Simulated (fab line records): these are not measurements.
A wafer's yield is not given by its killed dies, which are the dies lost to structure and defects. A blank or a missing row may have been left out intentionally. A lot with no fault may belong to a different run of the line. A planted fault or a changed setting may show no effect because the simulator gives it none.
Which tool was responsible? | flow n5 finfet | 10 lots, 30 wafers sampled, at 5 steps of a route of 1938

## WHAT THE GAUGES READ, wafer by wafer
N5_BEOL_M4_RC_MEAS_101. Usual: DIBL_N 36.5 mV/V, standard deviation 1.4; DIBL_P 36.6 mV/V, standard deviation 1.9; IOFF_N 0.167 nA/um, standard deviation 0.029; IOFF_P 0.21 nA/um, standard deviation 0.033; ION_N 674 uA/um, standard deviation 12; ION_P 460 uA/um, standard deviation 8.9; SS_N 71.6 mV/dec, standard deviation 0.57; SS_P 73.4 mV/dec, standard deviation 0.61; VT_N 249 mV, standard deviation 3.3; VT_P -250 mV, standard deviation 3.3.
lot  | measured     | on        | DIBL_N (mV/V)  | DIBL_P (mV/V)  | IOFF_N (nA/um)    | IOFF_P (nA/um) | ION_N (uA/um) | ION_P (uA/um) | SS_N (mV/dec)  | SS_P (mV/dec)  | VT_N (mV)   | VT_P (mV)      | flag
L853 | day 7 20:03  | prober-01 | 34.9 34.5 37.4 | 35.9 35.7 37.8 | 0.152 0.133 0.186 | 0.17 0.18 0.20 | 682 660 670   | 454 449 453   | 71.5 71.4 72.5 | 73.3 73.7 73.2 | 250 251 244 | -254 -253 -253 |
L852 | day 8 10:10  | prober-01 | 33.5 36.6 33.2 | 31.3 35.8 31.9 | 0.126 0.180 0.119 | 0.18 0.25 0.18 | 677 694 671   | 470 480 460   | 70.3 71.8 70.9 | 72.9 73.1 72.5 | 250 245 252 | -249 -247 -250 |
L858 | day 9 12:04  | prober-01 | 37.1 35.5 35.7 | 38.5 35.8 36.4 | 0.212 0.180 0.170 | 0.25 0.21 0.21 | 682 694 678   | 468 470 462   | 72.3 72.4 72.6 | 73.9 72.8 73.1 | 246 246 248 | -248 -249 -249 |
L859 | day 9 18:33  | prober-01 | 36.1 34.1 37.8 | 36.2 34.4 38.3 | 0.176 0.137 0.221 | 0.26 0.23 0.30 | 697 680 711   | 483 475 487   | 71.6 70.8 72.2 | 73.3 73.2 74.0 | 245 249 242 | -244 -244 -242 |
L867 | day 12 01:44 | prober-01 | 37.8 36.9 35.8 | 38.8 37.7 36.3 | 0.196 0.180 0.148 | 0.22 0.21 0.19 | 677 685 670   | 460 464 461   | 71.7 71.3 71.3 | 73.6 73.5 73.9 | 245 247 249 | -248 -250 -252 |
L871 | day 12 22:46 | prober-02 | 35.4 36.2 35.8 | 35.2 34.6 35.9 | 0.142 0.146 0.151 | 0.17 0.16 0.18 | 675 669 684   | 463 446 466   | 71.0 71.2 71.3 | 72.1 73.0 73.0 | 249 252 252 | -251 -256 -254 |
L870 | day 13 01:41 | prober-01 | 37.9 39.4 38.6 | 38.4 41.1 38.5 | 0.174 0.228 0.181 | 0.24 0.29 0.23 | 668 703 658   | 462 481 452   | 72.1 71.8 71.8 | 73.4 74.9 73.6 | 248 245 250 | -251 -247 -251 |
L872 | day 13 01:34 | prober-02 | 36.3 35.6 35.4 | 36.5 36.2 35.1 | 0.160 0.138 0.140 | 0.20 0.20 0.19 | 671 660 673   | 456 451 459   | 72.0 71.5 70.9 | 74.1 73.5 74.4 | 248 254 252 | -253 -255 -253 |
L873 | day 13 07:11 | prober-02 | 34.0 36.4 36.2 | 34.6 37.1 37.3 | 0.139 0.179 0.174 | 0.20 0.24 0.25 | 679 669 674   | 465 466 467   | 71.0 72.0 71.8 | 72.8 73.6 73.0 | 250 247 248 | -249 -243 -245 |
L874 | day 13 16:08 | prober-01 | 36.3 38.2 37.6 | 35.9 37.1 37.4 | 0.147 0.161 0.169 | 0.21 0.23 0.24 | 659 665 668   | 459 457 464   | 71.3 71.4 72.0 | 72.9 73.6 73.7 | 253 250 246 | -249 -250 -249 |

## TOOL THAT RAN EACH LOT (tool first, then ch and the chambers of the sampled wafers, then the start)
lot  | N5_BEOL_M4_SPUTTER_90        | N5_BEOL_M4_SPUTTER_94        | N5_BEOL_M4_PRE_CLEAN_60          | N5_BEOL_M4_CO_CAP_55
L853 | pvd sputter-02, day 7 17:15  | pvd sputter-02, day 7 17:41  | cvd co-02 ch 0,2, day 7 18:53    | cvd co-02 ch 0,2, day 7 18:57
L852 | pvd sputter-01, day 8 08:14  | pvd sputter-01, day 8 08:41  | cvd co-02 ch 0,2, day 8 09:44    | cvd co-02 ch 0,2, day 8 09:46
L858 | pvd sputter-03, day 9 10:01  | pvd sputter-03, day 9 10:27  | cvd co-02 ch 0,2, day 9 11:29    | cvd co-02 ch 0,2, day 9 11:32
L859 | pvd sputter-02, day 9 16:29  | pvd sputter-02, day 9 16:55  | cvd co-02 ch 0,1,2, day 9 17:58  | cvd co-02 ch 0,1,2, day 9 18:00
L867 | pvd sputter-03, day 11 23:51 | pvd sputter-03, day 12 00:17 | cvd co-01 ch 0,1,2, day 12 01:28 | cvd co-01 ch 0,1,2, day 12 01:30
L871 | pvd sputter-01, day 12 20:53 | pvd sputter-01, day 12 21:19 | cvd co-02 ch 0,1,2, day 12 22:22 | cvd co-02 ch 0,1,2, day 12 22:25
L870 | pvd sputter-02, day 12 23:23 | pvd sputter-02, day 12 23:50 | cvd co-02 ch 0,1,2, day 13 00:56 | cvd co-02 ch 0,1,2, day 13 01:00
L872 | pvd sputter-03, day 12 23:46 | pvd sputter-03, day 13 00:13 | cvd co-02 ch 0,1,2, day 13 01:16 | cvd co-02 ch 0,1,2, day 13 01:19
L873 | pvd sputter-02, day 13 05:25 | pvd sputter-02, day 13 05:52 | cvd co-01 ch 0,1,2, day 13 06:54 | cvd co-01 ch 0,1,2, day 13 06:56
L874 | pvd sputter-01, day 13 13:47 | pvd sputter-01, day 13 14:14 | cvd co-01 ch 0,2, day 13 15:34   | cvd co-01 ch 0,2, day 13 15:36
- N5_BEOL_M4_SPUTTER_90: material Cu, target thk 4.5 nm, time 8.29 s.
- N5_BEOL_M4_SPUTTER_94: material Cu, target thk 4.5 nm, time 8.29 s.
- N5_BEOL_M4_PRE_CLEAN_60: time 15 s.
- N5_BEOL_M4_CO_CAP_55: material Co, precursor CCTBA/H2, target thk 2 nm, time 102.1 s.

## AS READ BY THE TOOLS THEMSELVES (means over the sampled wafers that have a number; for cases with no such wafer, the mark the record gives instead)
N5_BEOL_M4_SPUTTER_90. Usual: chamber pressure pa 0.06998 Pa, standard deviation 0.00015; susceptor temp C -20.00 C, standard deviation 0.1; throttle valve pct 30.0 %, standard deviation 1.2.
lot  | tool           | chamber pressure pa (Pa) | susceptor temp C (C) | throttle valve pct (%) | flag
L853 | pvd sputter-02 | 0.07005                  | -19.93               | 30.1                   |
L852 | pvd sputter-01 | 0.07005                  | -19.99               | 29.3                   |
L858 | pvd sputter-03 | 0.06996                  | -19.95               | 28.7                   |
L859 | pvd sputter-02 | 0.06991                  | -19.96               | 29.4                   |
L867 | pvd sputter-03 | 0.07013                  | -20.01               | 29.1                   |
L871 | pvd sputter-01 | 0.07001                  | -20.03               | 31.5                   |
L870 | pvd sputter-02 | 0.06993                  | -19.98               | 29.5                   |
L872 | pvd sputter-03 | 0.06988                  | -20.09               | 29.3                   |
L873 | pvd sputter-02 | 0.06996                  | -20.01               | 29.3                   |
L874 | pvd sputter-01 | 0.06994                  | -20.03               | 29.7                   |

N5_BEOL_M4_SPUTTER_94. Usual: chamber pressure pa 0.07001 Pa, standard deviation 0.00014; susceptor temp C -19.99 C, standard deviation 0.095; throttle valve pct 30.0 %, standard deviation 1.2.
lot  | tool           | chamber pressure pa (Pa) | susceptor temp C (C) | throttle valve pct (%) | flag
L853 | pvd sputter-02 | 0.07017                  | -19.90               | 30.2                   |
L852 | pvd sputter-01 | 0.06994                  | -19.95               | 29.7                   |
L858 | pvd sputter-03 | 0.06993                  | -20.06               | 28.9                   |
L859 | pvd sputter-02 | 0.07011                  | -19.92               | 29.4                   |
L867 | pvd sputter-03 | 0.07009                  | -19.91               | 29.0                   |
L871 | pvd sputter-01 | 0.07004                  | -19.96               | 31.6                   |
L870 | pvd sputter-02 | 0.06998                  | -20.05               | 29.3                   |
L872 | pvd sputter-03 | 0.06994                  | -20.02               | 29.3                   |
L873 | pvd sputter-02 | 0.06996                  | -19.95               | 29.1                   |
L874 | pvd sputter-01 | 0.07000                  | -20.06               | 29.9                   |

N5_BEOL_M4_PRE_CLEAN_60. Usual: heater power w at 88 W, with a standard deviation of 13.
lot  | tool      | heater power w (W) | flag
L853 | cvd co-02 | 79                 |
L852 | cvd co-02 | 79                 |
L858 | cvd co-02 | 79                 |
L859 | cvd co-02 | 84                 |
L867 | cvd co-01 | 91                 |
L871 | cvd co-02 | 83                 |
L870 | cvd co-02 | 83                 |
L872 | cvd co-02 | 83                 |
L873 | cvd co-01 | 92                 |
L874 | cvd co-01 | 100                |

N5_BEOL_M4_CO_CAP_55. Usual: heater power w 239 W, standard deviation 16; run length s 125.1 s, standard deviation 0.4; susceptor temp C 200.03 C, standard deviation 0.18.
lot  | tool      | heater power w (W) | run length s (s) | susceptor temp C (C) | flag
L853 | cvd co-02 | 232                | 125.2            | 199.95               |
L852 | cvd co-02 | 230                | 125.2            | 199.68               |
L858 | cvd co-02 | 232                | 111.0            | 199.93               | OFF
L859 | cvd co-02 | 231                | 111.4            | 199.93               | OFF
L867 | cvd co-01 | 243                | 124.7            | 199.94               |
L871 | cvd co-02 | 230                | 125.3            | 200.16               |
L870 | cvd co-02 | 232                | 125.3            | 200.08               |
L872 | cvd co-02 | 235                | 125.2            | 200.06               |
L873 | cvd co-01 | 245                | 124.8            | 200.12               |
L874 | cvd co-01 | 252                | 124.7            | 200.18               |

## THE ANSWER, worked out from the rows above alone
Rule: a lot is off if the mean of its wafers that have a number lies more than 3 standard deviations from the usual mean. Also off: a lot with no number at a reading for which 4 or more lots have one. Any other lot the step has rows for is counted as sound. First the gauges in route order, then the tools' own readings, where a lot's mean is used as printed above. The first step at which some lot is off is used, and at that step the reading that is off furthest; a lot without a number counts as furthest.
Off: L858, L859, at N5_BEOL_M4_CO_CAP_55 (run length s).
If a tool, at that step or one of the process steps before it, ran each lot that is off and ran no sound lot following the first of them, it fits. No candidate that was tried fits.

## WHAT HAD BEEN PUT IN BY THE SIMULATOR
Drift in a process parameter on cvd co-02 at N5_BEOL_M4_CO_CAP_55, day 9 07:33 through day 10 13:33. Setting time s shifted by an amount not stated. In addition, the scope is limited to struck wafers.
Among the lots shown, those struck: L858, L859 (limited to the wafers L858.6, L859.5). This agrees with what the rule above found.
